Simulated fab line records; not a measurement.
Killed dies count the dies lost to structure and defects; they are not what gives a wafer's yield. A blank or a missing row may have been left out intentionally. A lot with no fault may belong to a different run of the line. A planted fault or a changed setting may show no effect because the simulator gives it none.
Comparing a struck lot with a sound one + flow nand harc + 14 out of 1302 route steps
Sound: these wafers, L935.2, L935.4, L935.5. The struck wafers were L942.1, L942.2, L942.3. At the end, the cause is stated.
For every step that has rows: the tool of each side, followed by ch and its chambers, followed by its first start. Under that, the readings that differ: sound wafers + struck wafers + difference of the means + sigmas: that difference in standard deviations of wafers without a fault.
alike: same words and numbers on both sides, and readings whose means sit less than 2 such deviations apart. not compared: any withheld reading, any reading some wafer has no value for, any bound like >300 that may hide the same value, and any number with overlapping values for which the record gives no deviation.
A row with sigmas, a row that says differs or no value, or rows on one side alone: a step with any of these is where the two part. Numbers that have no deviation but don't overlap get no sigmas and don't part them. Lack of a reading on every wafer of one side parts them only where that side has two or more wafers.

first, 3 steps without rows for these wafers: NHARC_A_SGD_CUT_SRD_19; NHARC_A_SGD_CUT_DEP_20 (deposits SiO2, target thk 150 nm); NHARC_A_SGD_CUT_ANNEAL_27 (time 1800 s).
NHARC_A_SGD_CUT_CMP_21: polishes, target thk 148.19 nm.
  sound on cmp-02 ch 0,1,3, day 21 13:05; struck on cmp-01 ch 0,2,3, day 23 21:23
  alike: motor current A, time to endpoint s
NHARC_A_SGD_CUT_THK_MEAS_22: measures by ellipsometry.
  sound on film metro-01, day 21 13:18; struck on film metro-01, day 23 21:39
  alike: thk nm
then, 2 steps without rows for these wafers: NHARC_A_SGD_CUT_SRD_23; NHARC_A_SGD_CUT_ETCH_26 (etches SiO2 in dHF, target depth 45.8 nm).
NHARC_A_SGD_CUT_ETCHBACK_24: etches the open film in CH3F/O2, target depth 50 nm, time 92.857 s.
  sound on rie diel-02 ch 0,1, day 21 13:31; struck on rie diel-01 ch 1,2,3, day 23 21:53
| reading               | sound          | struck         | difference | sigmas |
|-----------------------|----------------|----------------|------------|--------|
| oes product au (a.u.) | 0.92 0.92 0.91 | 1.01 1.01 1.01 | +0.09      | +3     |
  alike: drypump motor current A, rf vpp V, showerhead plenum p Torr, throttle valve pct
  not compared: rf hours counter h
NHARC_A_SGD_CUT_STRIP_28: strips in O2, time 20 s.
  sound: rie diel-02 ch 0,1,2; struck: rie diel-01 ch 0,1,3
| reading      | sound          | struck         | difference | sigmas |
|--------------|----------------|----------------|------------|--------|
| rf vpp V (V) | 57.9 57.0 56.4 | 59.5 59.3 59.3 | +2.3       | +2     |
  alike: drypump motor current A, oes product au, showerhead plenum p Torr, throttle valve pct
  not compared: rf hours counter h
NHARC_A_SGD_CUT_INSPECT_25:
  sound on defect inspect-02, day 21 13:46; struck on defect inspect-01, day 23 22:07
  alike: raw defect count
NHARC_A_SLIT_DEP_25: deposits SiO2, target thk 200 nm.
  sound on pecvd-02 ch 0,1,2, day 21 13:52; struck on pecvd-02 ch 0,1,2, day 23 22:11
  alike: chamber pressure Torr, heater power outer w, heater power w, susceptor temp C, throttle valve pct
NHARC_A_SLIT_DEP_00: deposits aC, target thk 6200 nm.
  sound on acl dep-02 ch 0, day 21 16:01; struck on acl dep-01 ch 0, day 24 00:43
  alike: throttle valve pct
  not compared: susceptor temp C
NHARC_A_SLIT_DEP_23: deposits SiON, target thk 100 nm.
  sound on pecvd-02 ch 0,2, day 21 19:08; struck on pecvd-04 ch 0,1,2, day 24 04:28
  no value came back on the struck wafers for chamber pressure Torr (Torr), heater power outer w (W), heater power w (W), susceptor temp C (C); on the sound wafers chamber pressure Torr (Torr) reads 3.483 3.498 3.487
then, 1 step without rows for these wafers: NHARC_A_SLIT_DEHYDRATE_01 (time 120 s).

WHERE THEY PART
At NHARC_A_SGD_CUT_ETCHBACK_24 first; at NHARC_A_SLIT_DEP_23 last (within this record only).

WHY: whatever the simulator had introduced
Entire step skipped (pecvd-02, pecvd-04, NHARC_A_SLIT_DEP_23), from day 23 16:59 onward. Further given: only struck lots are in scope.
